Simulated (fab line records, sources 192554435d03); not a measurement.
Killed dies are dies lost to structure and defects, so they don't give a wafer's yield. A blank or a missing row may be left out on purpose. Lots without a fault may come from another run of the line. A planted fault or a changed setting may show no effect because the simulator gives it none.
Which tool did it? | flow n5_finfet | 24 lots, 72 wafers sampled, at 3 steps of a route of 1938

WHAT THE GAUGES READ, wafer by wafer
N5_BEOL_M0_INSPECT_127: inspects for defects (darkfield). Usual: raw_defect_count 71, standard deviation 23.
lot  | measured     | on                | raw_defect_count | flag
L074 | day 5 23:54  | defect_inspect-01 | 95 86 79         |
L075 | day 6 08:08  | defect_inspect-01 | 84 55 56         |
L076 | day 6 12:47  | defect_inspect-02 | 54 74 83         |
L077 | day 6 15:34  | defect_inspect-01 | 59 44 48         |
L078 | day 6 18:09  | defect_inspect-02 | 62 70 73         |
L079 | day 7 03:24  | defect_inspect-01 | 78 58 51         |
L080 | day 7 10:15  | defect_inspect-01 | 81 65 45         |
L081 | day 7 20:58  | defect_inspect-01 | 75 54 47         |
L082 | day 8 02:38  | defect_inspect-02 | 67 153 81        |
L083 | day 8 12:08  | defect_inspect-02 | 66 92 58         |
L084 | day 8 12:36  | defect_inspect-02 | 81 88 94         |
L085 | day 8 23:41  | defect_inspect-01 | 90 93 79         |
L086 | day 9 07:09  | defect_inspect-02 | 72 64 75         |
L087 | day 9 07:34  | defect_inspect-02 | 60 129 62        |
L088 | day 9 13:29  | defect_inspect-01 | 73 62 84         |
L089 | day 9 22:09  | defect_inspect-02 | 56 53 79         |
L090 | day 10 00:44 | defect_inspect-01 | 100 80 105       |
L091 | day 10 03:35 | defect_inspect-02 | 55 59 54         |
L092 | day 10 10:51 | defect_inspect-01 | 71 102 88        |
L093 | day 10 20:10 | defect_inspect-01 | 72 64 60         |
L094 | day 10 23:27 | defect_inspect-02 | 68 34 33         |
L095 | day 11 00:18 | defect_inspect-01 | 85 79 79         |
L096 | day 11 18:07 | defect_inspect-01 | 32 47 28         |
L097 | day 11 22:38 | defect_inspect-01 | 79 70 61         |

N5_BEOL_M1_OVL_MEAS_12. Usual: M1_OVL -0.2 nm, standard deviation 0.67.
lot  | measured     | on         | M1_OVL (nm)    | flag
L074 | day 6 02:05  | overlay-01 | -1.2 -0.3 -0.8 |
L075 | day 6 09:51  | overlay-01 | 0.1 -0.1 -0.7  |
L076 | day 6 14:08  | overlay-02 | -0.6 0.1 -0.4  |
L077 | day 6 17:00  | overlay-01 | 0.1 0.6 -1.4   |
L078 | day 6 19:19  | overlay-01 | 1.1 0.3 1.0    |
L079 | day 7 04:40  | overlay-01 | -0.2 0.5 -0.4  |
L080 | day 7 11:33  | overlay-01 | -1.3 -1.0 -0.4 |
L081 | day 7 23:40  | overlay-01 | 0.8 -0.3 0.1   |
L082 | day 8 03:42  | overlay-01 | -0.1 -0.6 -0.1 |
L083 | day 8 14:25  | overlay-01 | -1.1 -1.1 0.2  |
L084 | day 8 16:57  | overlay-01 | 0.3 0.6 0.6    |
L085 | day 9 00:46  | overlay-02 | -0.3 -0.3 0.4  |
L086 | day 9 08:46  | overlay-01 | 0.4 -0.5 -1.1  |
L087 | day 9 10:25  | overlay-01 | -0.9 0.0 0.2   |
L088 | day 9 16:05  | overlay-02 | -0.4 0.9 -0.3  |
L089 | day 9 22:59  | overlay-01 | -1.1 -0.8 0.7  |
L090 | day 10 02:40 | overlay-01 | -0.8 -1.8 -1.3 |
L091 | day 10 05:50 | overlay-02 | 0.1 -0.2 -0.6  |
L092 | day 10 13:10 | overlay-01 | 0.4 -0.3 0.2   |
L093 | day 10 21:21 | overlay-02 | 0.1 0.6 -0.5   |
L094 | day 11 00:25 | overlay-02 | -0.8 -0.6 0.4  |
L095 | day 11 03:53 | overlay-01 | 0.0 0.8 0.2    |
L096 | day 11 19:04 | overlay-02 | -0.8 -0.4 -1.0 |
L097 | day 12 00:04 | overlay-01 | 0.0 -0.4 -1.0  |

WHICH TOOL RAN EACH LOT (tool, then ch and the chambers of the sampled wafers, then the start)
lot  | N5_BEOL_M0_ANNEAL_119
L074 | rtp_anneal-02 ch 0, day 5 23:04
L075 | rtp_anneal-02 ch 0, day 6 07:19
L076 | rtp_anneal-01 ch 0, day 6 11:53
L077 | rtp_anneal-01 ch 0, day 6 14:41
L078 | rtp_anneal-02 ch 0, day 6 17:16
L079 | rtp_anneal-01 ch 0, day 7 02:31
L080 | rtp_anneal-02 ch 0, day 7 09:22
L081 | rtp_anneal-02 ch 0, day 7 20:05
L082 | rtp_anneal-02 ch 0, day 8 01:43
L083 | rtp_anneal-02 ch 0, day 8 11:16
L084 | rtp_anneal-02 ch 0, day 8 11:32
L085 | rtp_anneal-01 ch 0, day 8 22:51
L086 | rtp_anneal-02 ch 0, day 9 06:19
L087 | rtp_anneal-01 ch 0, day 9 06:44
L088 | rtp_anneal-01 ch 0, day 9 12:37
L089 | rtp_anneal-02 ch 0, day 9 21:14
L090 | rtp_anneal-02 ch 0, day 9 23:49
L091 | rtp_anneal-02 ch 0, day 10 02:42
L092 | rtp_anneal-01 ch 0, day 10 09:56
L093 | rtp_anneal-01 ch 0, day 10 19:17
L094 | rtp_anneal-01 ch 0, day 10 22:36
L095 | rtp_anneal-01 ch 0, day 10 23:17
L096 | rtp_anneal-02 ch 0, day 11 17:11
L097 | rtp_anneal-02 ch 0, day 11 21:43
- N5_BEOL_M0_ANNEAL_119: time 90 s.

WHAT THE TOOLS THEMSELVES READ (means of the sampled wafers that have a number; where no wafer has one, the mark that the record gives instead)
N5_BEOL_M0_ANNEAL_119. Usual: wafer_temp_C_max 225.9, standard deviation 0.4.
lot  | tool          | wafer_temp_C_max | flag
L074 | rtp_anneal-02 | 225.8            |
L075 | rtp_anneal-02 | 225.5            |
L076 | rtp_anneal-01 | 226.4            |
L077 | rtp_anneal-01 | 226.4            |
L078 | rtp_anneal-02 | 225.8            |
L079 | rtp_anneal-01 | 226.7            |
L080 | rtp_anneal-02 | 225.5            |
L081 | rtp_anneal-02 | 225.5            |
L082 | rtp_anneal-02 | 225.6            |
L083 | rtp_anneal-02 | 225.8            |
L084 | rtp_anneal-02 | 225.9            |
L085 | rtp_anneal-01 | 226.3            |
L086 | rtp_anneal-02 | 225.5            |
L087 | rtp_anneal-01 | 226.4            |
L088 | rtp_anneal-01 | 226.2            |
L089 | rtp_anneal-02 | 225.9            |
L090 | rtp_anneal-02 | 225.6            |
L091 | rtp_anneal-02 | 225.5            |
L092 | rtp_anneal-01 | 226.4            |
L093 | rtp_anneal-01 | 226.5            |
L094 | rtp_anneal-01 | 226.4            |
L095 | rtp_anneal-01 | 226.4            |
L096 | rtp_anneal-02 | 225.8            |
L097 | rtp_anneal-02 | 225.6            |

THE ANSWER, worked out from the rows above alone
Rule: a lot is off if the mean of its wafers that have a number lies more than 3 standard deviations from the usual mean. A lot without any number at a reading at which 4 lots or more have one is off too. The other lots that the step has rows for count as sound. The gauges are gone through in route order, then the tools' own readings, and for those a lot's mean is taken as printed above. The first step at which some lot is off is used, and at that step the reading that is off furthest; a lot without a number counts as furthest.
No lot is off at any reading shown: from this, nothing can be told.

WHAT THE SIMULATOR HAD PUT IN
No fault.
